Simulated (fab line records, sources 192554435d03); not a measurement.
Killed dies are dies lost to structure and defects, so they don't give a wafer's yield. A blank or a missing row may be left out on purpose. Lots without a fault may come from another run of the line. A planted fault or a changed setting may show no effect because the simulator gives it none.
A struck lot beside a sound one | flow n5_finfet | 33 steps out of a route of 1938
Sound: wafers L451.1, L451.2, L451.3. Struck: wafers L441.2, L441.3, L441.5. The cause comes at the end.
At each step with rows: each side's tool, then ch and its chambers, then its first start. Under that, the readings that differ: sound wafers | struck wafers | difference of the means | sigmas: that difference in standard deviations of wafers without a fault.
alike: readings whose means differ by less than 2 such deviations, and words and numbers that are the same on both sides. not compared: withheld readings, readings that some wafer has no value for, bounds like >300 that may hide the same value, and numbers for which the record gives no deviation and whose values overlap.
The two part at a step that has a row with sigmas, a row that says differs or no value, or rows on one side only. Numbers that don't overlap but have no deviation are shown without sigmas and don't part them. A reading that every wafer of one side lacks parts them only if that side has two wafers or more.

N5_BEOL_M14_PRE_CLEAN_42: time 30 s.
  sound on pvd_sputter-01, day 15 03:18; struck on pvd_sputter-03, day 13 00:40
  alike: heater_power_w
then, 4 steps without rows for these wafers: N5_BEOL_M14_SPUTTER_43 (material TaN, target thk 15 nm, time 24.19 s); N5_BEOL_M14_SPUTTER_44 (material Ta, target thk 15 nm, time 24.19 s); N5_BEOL_M14_SPUTTER_45 (material Cu, target thk 100 nm, time 16.67 s); N5_BEOL_M14_ECD_47 (material Cu, target thk 1248 nm).
N5_BEOL_M14_ANNEAL_48: time 90 s.
  sound on rtp_anneal-02 ch 0, day 15 04:01; struck on rtp_anneal-02 ch 0, day 13 01:13
  alike: wafer_temp_C_max
then, 1 step without rows for these wafers: N5_BEOL_M14_CMP_49 (polishes, stops on SiO2, t overpolish 5.2 s, target thk 560 nm).
N5_BEOL_M14_THK_MEAS_50: measures by xrf.
  sound on film_metro-02, day 15 04:36; struck on film_metro-01, day 13 01:46
  alike: M14_THK
then, 2 steps without rows for these wafers: N5_BEOL_M14_PRE_CLEAN_52 (time 15 s); N5_BEOL_M14_DEP_53 (deposits SiCN from 3MS/NH3, target thk 50 nm, time 17.8 s).
N5_BEOL_M14_RS_MEAS_54: measures by four-point-probe.
  sound on film_metro-02, day 15 04:44; struck on film_metro-01, day 13 01:54
  alike: M14_RS
N5_BEOL_M14_INSPECT_55: inspects for defects (darkfield).
  sound on defect_inspect-01, day 15 04:46; struck on defect_inspect-02, day 13 01:56
  alike: raw_defect_count
N5_BEOL_M15_ILD_DEP_00: deposits SiO2 from TEOS/O2, target thk 1629.3 nm, time 346.1 s.
  sound on pecvd-03 ch 0,1,2, day 15 04:47; struck on pecvd-04 ch 1,2, day 13 01:58
  no value came back on the struck wafers for any of 5 readings (chamber_pressure_Torr (Torr), heater_power_outer_w (W) and others); on the sound wafers chamber_pressure_Torr (Torr) reads 6.507 6.505 6.497
then, 8 steps without rows for these wafers: N5_BEOL_M15_COAT_58 (time 60 s, resist thk 89 nm); N5_BEOL_M15_COAT_04 (resist thk 800 nm); N5_BEOL_M15_EBR_06; N5_BEOL_M15_SOFTBAKE_05 (time 60 s); N5_BEOL_M15_EXPOSE_07 (exposes mask V14); N5_BEOL_M15_PEB_08 (peb time 90 s); N5_BEOL_M15_DEVELOP_09 (develop time 45 s); N5_BEOL_M15_HARDBAKE_14 (time 120 s).
N5_BEOL_M15_CD_MEAS_10: target cd 360 nm.
  sound on cd_sem-02 ch 0, day 15 05:28; struck on cd_sem-01 ch 0, day 13 02:31
  alike: cd_nm
N5_BEOL_M15_OVL_MEAS_11:
  sound on overlay-01 ch 0, day 15 05:30; struck on overlay-01 ch 0, day 13 02:33
  alike: V14_OVL
N5_BEOL_M15_INSPECT_12: inspects for defects (macro).
  sound on defect_inspect-02, day 15 05:32; struck on defect_inspect-02, day 13 02:34
  alike: raw_defect_count
then, 1 step without rows for these wafers: N5_BEOL_M15_DESCUM_15 (chemistry O2, time 7.9 s).
N5_BEOL_M15_ETCH_59: etches BARC in N2/H2, target depth 89 nm, overetch 26.7 nm, time 67.9 s.
  sound on rie_diel-03 ch 0,2,3, day 15 05:41; struck on rie_diel-05 ch 1,3, day 13 02:38
  reading                     | sound       | struck      | difference | sigmas
  drypump_motor_current_A (A) | 5.3 5.4 5.2 | 6.8 6.0 6.8 | +1.2       | +2
  alike: oes_product_au, rf_vpp_V, showerhead_plenum_p_Torr, throttle_valve_pct
  not compared: rf_hours_counter_h
N5_BEOL_M15_VIA_ETCH_16: etches SiO2 in C4F8/O2/Ar, target depth 1792.2 nm.
  sound on rie_diel-03 ch 0,2,3, day 15 05:44; struck on rie_diel-05 ch 1,3, day 13 02:41
  reading                                    | sound             | struck            | difference | sigmas
  drypump_motor_current_A (A)                | 5.2 5.4 5.2       | 6.8 6.0 6.8       | +1.3       | +2
  oes_product_au (a.u.)                      | 0.65 0.84 0.64    | 0.27 0.33 0.28    | -0.42      | -5
  throttle_valve_pct (%)                     | 30.63 30.58 30.62 | 30.26 30.16 30.29 | -0.37      | -2
  model.etch.depth_nm (nm)                   | 1628 1629 1620    | 0 0 0             | -1626      |
  model.coat_of_BEOL_M15_COAT_04.thk_nm (nm) | 336.8 326.4 335.4 | 714.2 714 715.8   | +381.8     |
  alike: C4F8_flow_sccm, rf_vpp_V, showerhead_plenum_p_Torr
N5_BEOL_M15_STRIP_63: strips in O2.
  sound on rie_diel-03 ch 0,2,3; struck on rie_diel-05 ch 1,3
  reading                     | sound       | struck      | difference | sigmas
  drypump_motor_current_A (A) | 5.2 5.3 5.1 | 6.7 6.0 6.7 | +1.3       | +2
  alike: oes_product_au, rf_vpp_V, showerhead_plenum_p_Torr, throttle_valve_pct
  not compared: rf_hours_counter_h
N5_BEOL_M15_STRIP_64: strips in O2.
  sound on rie_diel-03 ch 0,2,3; struck on rie_diel-05 ch 1,3
  reading                     | sound       | struck      | difference | sigmas
  drypump_motor_current_A (A) | 5.2 5.4 5.1 | 6.7 6.0 6.8 | +1.3       | +2
  alike: oes_product_au, rf_vpp_V, showerhead_plenum_p_Torr, throttle_valve_pct
  not compared: rf_hours_counter_h
then, 2 steps without rows for these wafers: N5_BEOL_M15_STRIP_65 (strips in post etch residue remover, time 60 s); N5_BEOL_M15_SRD_66 (time 30 s, dry time 30 s).
N5_BEOL_M15_CD_MEAS_17: target cd 360 nm.
  sound on cd_sem-01, day 15 06:09; struck on cd_sem-01, day 13 03:06
  reading    | sound             | struck | difference                    | sigmas
  cd_nm (nm) | 362.2 359.9 362.3 | - - -  | no value on the struck wafers |
then, 1 step without rows for these wafers: N5_BEOL_M15_COAT_56 (time 60 s, resist thk 550 nm).

WHERE THEY PART
First at N5_BEOL_M15_ILD_DEP_00; last, within this record, at N5_BEOL_M15_CD_MEAS_17.

WHY: what the simulator had put in
Skipped step whole: pecvd-04, from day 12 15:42 on, at N5_BEOL_M15_ILD_DEP_00. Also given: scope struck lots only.
